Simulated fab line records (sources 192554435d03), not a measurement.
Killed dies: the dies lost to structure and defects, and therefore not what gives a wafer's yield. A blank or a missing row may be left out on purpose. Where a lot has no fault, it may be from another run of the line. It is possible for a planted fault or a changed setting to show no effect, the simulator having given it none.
Comparing a struck lot with a sound one :: flow n5 finfet :: 14 out of 1938 route steps
Sound: the wafers L819.2, L819.3, L819.5. Struck: wafers L818.1, L818.3, L818.6. The cause is named last.
For every step that has rows: the tool of each side, followed by ch and its chambers, followed by its first start. Under that, the readings that differ: sound wafers :: struck wafers :: difference of the means :: sigmas: that difference in standard deviations of wafers without a fault.
alike: same words and numbers on both sides, and readings whose means sit less than 2 such deviations apart. not compared: any withheld reading, any reading some wafer has no value for, any bound like >300 that may hide the same value, and any number with overlapping values for which the record gives no deviation.
Wherever a step has rows on one side only, a row that says differs or no value, or a row with sigmas, the two part there. Numbers that don't overlap but have no deviation are shown without sigmas and don't part them. Lack of a reading on every wafer of one side parts them only where that side has two or more wafers.

N5_MOL_CONTACT_COAG_STRIP_119: strips in N2/H2, time 30 s.
  sound on plasma asher-01 ch 0,1, day 10 16:10; struck on plasma asher-01 ch 0,1, day 10 13:02
  alike: drypump motor current A, h2 flow sccm, heater power w, n2 flow sccm, temp c
  not compared: rf hours counter h
then, 2 steps without rows for these wafers: N5_MOL_CONTACT_COAG_PRECLEAN_144 (cleans in alkaline clean, time 60 s); N5_MOL_CONTACT_COAG_SRD_145 (time 30 s).
N5_MOL_CONTACT_COAG_CD_MEAS_137: target cd 16 nm.
  sound: cd sem-03 at day 10 16:19; struck: cd sem-03 at day 10 13:11
  alike: cd nm
then, 8 steps without rows for these wafers: N5_MOL_CONTACT_COAG_COAT_62 (time 60 s, resist thk 60 nm); N5_MOL_CONTACT_COAG_COAT_63 (time 60 s, resist thk 10 nm); N5_MOL_CONTACT_COAG_COAT_64 (time 60 s, resist thk 10 nm); N5_MOL_CONTACT_COAG_COAT_34 (resist thk 40 nm); N5_MOL_CONTACT_COAG_EBR_36; N5_MOL_CONTACT_COAG_SOFTBAKE_35 (time 60 s); N5_MOL_CONTACT_COAG_EXPOSE_37 (exposes mask VD, defocus 0 nm); N5_MOL_CONTACT_COAG_PEB_38 (peb time 60 s).
N5_MOL_CONTACT_COAG_DEVELOP_39: develop time 30 s.
  struck on litho track-01, day 10 13:34; sound on litho track-01 ch 0, day 10 16:42
  no value came back on the struck wafers for chill plate temp C (C), develop time s (s); on the sound wafers chill plate temp C (C) reads 23.03 23.09 23.13
reading: model.CAR-EUV_of_MOL_CONTACT_COAG_COAT_34.thk nm (nm)
sound: 39.4 39.6 39.6
struck: 40.2 40 40.2
difference: +0.6
sigmas: 
N5_MOL_CONTACT_COAG_CD_MEAS_40: target cd 25.1 nm.
  sound on cd sem-01 ch 0, day 10 16:46; struck on cd sem-03 ch 0, day 10 13:38
reading: cd nm (nm)
sound: 24.75 25.17 24.57
struck: - - -
difference: no value on the struck wafers
sigmas: 

## WHERE THEY PART
First at N5_MOL_CONTACT_COAG_DEVELOP_39; last, within this record, at N5_MOL_CONTACT_COAG_CD_MEAS_40.

WHY: what had been put in by the simulator
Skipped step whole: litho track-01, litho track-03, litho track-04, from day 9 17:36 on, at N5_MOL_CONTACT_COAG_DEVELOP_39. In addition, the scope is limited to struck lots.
